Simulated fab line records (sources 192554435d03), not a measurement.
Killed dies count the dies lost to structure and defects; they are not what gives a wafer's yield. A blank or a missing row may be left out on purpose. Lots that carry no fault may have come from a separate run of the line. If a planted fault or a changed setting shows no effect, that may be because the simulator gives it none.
Matching of chambers	flow n5Finfet	rieDiel-01 running N5_HKMG_FIN_STRIP_92: 4 sister chambers
The step strips SOC in N2/H2, time 20 s. 4 wafers are shown with their chamber, then 9 later ones without.

## WAFERS, EACH WITH ITS CHAMBER
wafer	chamber	showerheadPlenumPTorr (Torr)
L081.2	2	3.20
L085.5	1	3.49
L089.4	3	3.41
L089.6	0	3.47

## WAFERS MISSING THEIR CHAMBER
wafer	showerheadPlenumPTorr (Torr)
L092.3	3.49
L092.4	3.47
L092.5	3.18
L093.2	3.47
L093.4	3.40
L093.5	3.49
L095.1	3.18
L095.4	3.49
L095.5	3.18

## CHAMBER TAKEN BY EACH
wafer	from the rows above	in truth
L092.3	can't be placed: 1 or 0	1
L092.4	can't be placed: 0 or 1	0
L092.5	2	2
L093.2	can't be placed: 0 or 1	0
L093.4	3	3
L093.5	can't be placed: 1 or 0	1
L095.1	2	2
L095.4	can't be placed: 1 or 0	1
L095.5	2	2
Correct placement for 4 of the 9. From these rows, 5 cannot be placed; in 5 the true chamber is one of the candidates. Placed wrongly: 0.
How it was worked out, from the rows above alone: a wafer's distance from a chamber is the root of the sum, over the readings, of the square of ((its reading less the chamber's mean) divided by the reading's scatter). The wafer belongs to the nearest chamber; if the next one is less than 2 further off, it can't be placed. For every chamber, the mean is computed from those of its wafers that are shown. The scatter: with one shown wafer a chamber, the root of the mean of the squares of how far each hidden wafer lies from its nearest shown one.
